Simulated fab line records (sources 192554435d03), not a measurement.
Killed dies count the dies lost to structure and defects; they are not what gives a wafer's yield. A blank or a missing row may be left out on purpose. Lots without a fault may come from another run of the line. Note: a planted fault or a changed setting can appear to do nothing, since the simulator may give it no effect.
Split-lot study | flow n5_finfet | 21 wafers read from 7 lots, route of 1938 steps

## SPLIT DETAILS
At N5_BEOL_M14_DEP_53 (deposits SiCN from 3MS/NH3, target thk 50 nm, time 17.8 s), the setting time_s was moved away from the recipe's 17.8 s on 9 of the 21 wafers read, by -5.7% to +13.5%. The other wafers ran this setting at the recipe's value.

The reading comes from the split's own step.

## THE READING
SiCN_of_BEOL_M14_DEP_53.thk_nm (the simulator's own value, which no gauge read), in nm, at N5_BEOL_M14_DEP_53 (deposits SiCN from 3MS/NH3, target thk 50 nm, time 17.8 s). The file does not state a usual value for it. Here, 12 wafers ran the recipe; their average is 49.8 nm with a standard deviation of 0.68 nm.

wafer  | tool, chamber at the split | time_s as run, s | against the recipe | SiCN_of_BEOL_M14_DEP_53.thk_nm, nm | against lot-mates on the recipe
L074.1 | pecvd-04, 0                | 17.8             | recipe             | 49.6                               | -
L074.4 | pecvd-04, 1                | 20.2             | +13.5%             | 57.4                               | +7.8
L074.5 | pecvd-04, 2                | 20.2             | +13.5%             | 56.8                               | +7.2
L075.3 | pecvd-04, 0                | 17.8             | recipe             | 49.4                               | -
L075.4 | pecvd-04, 2,1              | 17.8             | recipe             | 49.6                               | -
L075.5 | pecvd-04, 2,1              | 17.8             | recipe             | 49.6                               | -
L085.2 | pecvd-04, 2                | 19.05            | +7.0%              | 52.6                               | +2.8
L085.3 | pecvd-04, 0                | 17.8             | recipe             | 49.8                               | -
L085.4 | pecvd-04, 0                | 19.05            | +7.0%              | 53.4                               | +3.6
L086.2 | pecvd-04, 0                | 16.78            | -5.7%              | 46.4                               | -2.2
L086.3 | pecvd-04, 1                | 17.8             | recipe             | 48.6                               | -
L086.4 | pecvd-04, 1                | 16.78            | -5.7%              | 47                                 | -1.6
L089.2 | pecvd-04, 1                | 17.8             | recipe             | 49.6                               | -
L089.4 | pecvd-04, 1                | 17.8             | recipe             | 50.2                               | -
L089.5 | pecvd-04, 2                | 18.5             | +3.9%              | 52.4                               | +2.5
L095.3 | pecvd-02, 2                | 17.8             | recipe             | 50.2                               | -
L095.4 | pecvd-02, 0                | 17.8             | recipe             | 49.4                               | -
L095.5 | pecvd-02, 1                | 17.8             | recipe             | 51.6                               | -
L096.3 | pecvd-04, 2                | 17.07            | -4.1%              | 47                                 | -2.6
L096.5 | pecvd-04, 0                | 17.07            | -4.1%              | 47.6                               | -2.0
L096.6 | pecvd-04, 2                | 17.8             | recipe             | 49.6                               | -
If several chambers appear in one row, that row covers several wafers at once and the file leaves open which wafer was in which chamber.

THE FIT
A straight line over all 21 wafers: SiCN_of_BEOL_M14_DEP_53.thk_nm changes by +0.537 nm for each +1% of time_s; r = +0.98; the points scatter about the line by 0.62 nm.
The same after taking each lot's own level away (the mean of its wafers on the recipe; 21 wafers): +0.51 nm for each +1%; r = +0.98; scatter 0.59 nm.
The reading moves by 6.9 nm for the largest change in time_s, on that fit.
Across the lots, their own levels run from 48.60 to 50.40 nm, a range of 2.7 times the standard deviation given above.
The two slopes are in agreement: the lot-to-lot level therefore moves the slope only a little.
Check: for one of the wafers moved furthest among these (+13.5%), held out of the fit, the line's prediction against its lot-mates is +6.63 nm. Against them it came out at +7.8 nm.

## FURTHER SPLITS ON THESE WAFERS
Other splits were also applied to these wafers ahead of the reading. Each is held against what the fit with the lots' levels taken away leaves over:
other split on the same wafers | wafers away from the commonest value | r with SiCN_of_BEOL_M14_DEP_53.thk_nm (lot level and that fit taken away)
N5_BEOL_M13_ETCH_68 time_s     | 11                                   | +0.28

## FILE'S OWN FIT
SiCN_of_BEOL_M14_DEP_53.thk_nm changes by +0.519 nm for each +1% of time_s, r = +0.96.
